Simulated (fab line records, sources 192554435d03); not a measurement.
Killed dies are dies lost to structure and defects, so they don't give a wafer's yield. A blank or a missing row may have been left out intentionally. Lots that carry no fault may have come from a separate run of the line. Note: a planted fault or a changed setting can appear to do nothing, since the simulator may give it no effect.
Lot-split experiment -- flow n5-finfet -- 39 wafers read from 7 lots, route of 1938 steps

## SPLIT DETAILS
At N5_MOL_CONTACT_COAG_ALD_27 (deposits SiOC, target thk 17 nm, pulse time 1.5 s, time 2720 s), the setting ald-cycles was moved away from the recipe's 340 on 15 of the 39 wafers read, by -49.4% to +44.4%. All remaining wafers had this setting at the recipe value.

The reading is taken at the split's own step.

## THE READING
SiOC_of_MOL_CONTACT_COAG_ALD_27.thk-nm (the simulator's own value, which no gauge read), in nm, at N5_MOL_CONTACT_COAG_ALD_27 (deposits SiOC, target thk 17 nm, pulse time 1.5 s, time 2720 s). No usual value for it is given in the file. The 24 wafers here that ran the recipe average 17.0 nm, standard deviation 0.11 nm.

wafer,"tool, chamber at the split",ald-cycles as run,against the recipe,"SiOC_of_MOL_CONTACT_COAG_ALD_27.thk-nm, nm",against lot-mates on the recipe
L075.1,"ald-sin-04, 2,1",340,recipe,17,-
L075.2,"ald-sin-04, 2,1",340,recipe,17,-
L075.3,"ald-sin-04, 3",340,recipe,17.2,-
L075.4,"ald-sin-04, 0",185,-45.6%,9.4,-7.7
L075.5,"ald-sin-04, 2,3",185,-45.6%,9.2,-7.9
L075.6,"ald-sin-04, 2,3",185,-45.6%,9.2,-7.9
L081.1,"ald-sin-03, 2,1,3,3,0",340,recipe,17,-
L081.3,"ald-sin-03, 2,1,3,3,0",340,recipe,17,-
L081.4,"ald-sin-03, 2,1,3,3,0",340,recipe,17,-
L081.5,"ald-sin-03, 2,1,3,3,0",340,recipe,17,-
L081.6,"ald-sin-03, 2,1,3,3,0",340,recipe,17,-
L081.2,"ald-sin-03, 0",340,recipe,16.8,-
L084.1,"ald-sin-01, 0,3",340,recipe,17,-
L084.6,"ald-sin-01, 0,3",340,recipe,17,-
L084.4,"ald-sin-01, 1",340,recipe,16.8,-
L087.1,"ald-sin-01, 2",340,recipe,17.2,-
L087.6,"ald-sin-01, 2",340,recipe,17.2,-
L087.2,"ald-sin-01, 0,3",422,+24.1%,21.2,+4.1
L087.4,"ald-sin-01, 0,3",422,+24.1%,21.2,+4.1
L087.3,"ald-sin-01, 1",422,+24.1%,21,+3.9
L087.5,"ald-sin-01, 1",340,recipe,17,-
L092.1,"ald-sin-03, 2,0,1",172,-49.4%,8.6,-8.3
L092.3,"ald-sin-03, 2,0,1",172,-49.4%,8.6,-8.3
L092.5,"ald-sin-03, 2,0,1",172,-49.4%,8.6,-8.3
L092.2,"ald-sin-03, 3,1",340,recipe,16.8,-
L092.4,"ald-sin-03, 3,1",340,recipe,16.8,-
L092.6,"ald-sin-03, 0",340,recipe,17,-
L096.1,"ald-sin-04, 3,1,0",340,recipe,17,-
L096.2,"ald-sin-04, 3,1,0",340,recipe,17,-
L096.3,"ald-sin-04, 3,1,0",340,recipe,17,-
L096.4,"ald-sin-04, 0,1",491,+44.4%,24.6,+7.6
L096.6,"ald-sin-04, 0,1",491,+44.4%,24.6,+7.6
L096.5,"ald-sin-04, 3",491,+44.4%,24.4,+7.4
L097.1,"ald-sin-04, 1",340,recipe,16.8,-
L097.2,"ald-sin-04, 3,0",231,-32.1%,11.6,-5.3
L097.5,"ald-sin-04, 3,0",231,-32.1%,11.6,-5.3
L097.3,"ald-sin-04, 0,3",340,recipe,17,-
L097.4,"ald-sin-04, 0,3",340,recipe,17,-
L097.6,"ald-sin-04, 1",231,-32.1%,11.4,-5.5
Rows listing several chambers each stand for several wafers; the file does not say which wafer went through which chamber.

THE FIT
A straight line over all 39 wafers: SiOC_of_MOL_CONTACT_COAG_ALD_27.thk-nm changes by +0.17 nm for each +1% of ald-cycles; r = +1.00; the points scatter about the line by 0.11 nm.
The same after taking each lot's own level away (the mean of its wafers on the recipe; 39 wafers): +0.169 nm for each +1%; r = +1.00; scatter 0.096 nm.
According to that fit, moving ald-cycles by its largest amount changes the reading by 8.3 nm.
Across the lots, their own levels run from 16.87 to 17.13 nm, a range of 2.3 times the standard deviation given above.
So the lot-to-lot level changes the slope little: the two slopes agree.
Check: for one of the wafers moved furthest among these (-49.4%), held out of the fit, the line's prediction against its lot-mates is -8.36 nm. It came out at -8.27 nm against them.

## FURTHER SPLITS ON THESE WAFERS
Other splits were also applied to these wafers ahead of the reading. Each is held against what the fit with the lots' levels taken away leaves over:
other split on the same wafers,wafers away from the commonest value,r with SiOC_of_MOL_CONTACT_COAG_ALD_27.thk-nm (lot level and that fit taken away)
N5_ZERO_LAYER_PECVD_02 time-s,12,+0.18
N5_FIN_SAQP_PECVD_06 time-s,15,-0.18
N5_FIN_CUT_CUT_ETCH_26 target-depth-a,15,+0.23

## THE FILE'S OWN FIT
SiOC_of_MOL_CONTACT_COAG_ALD_27.thk-nm changes by +0.169 nm for each +1% of ald-cycles, r = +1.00.
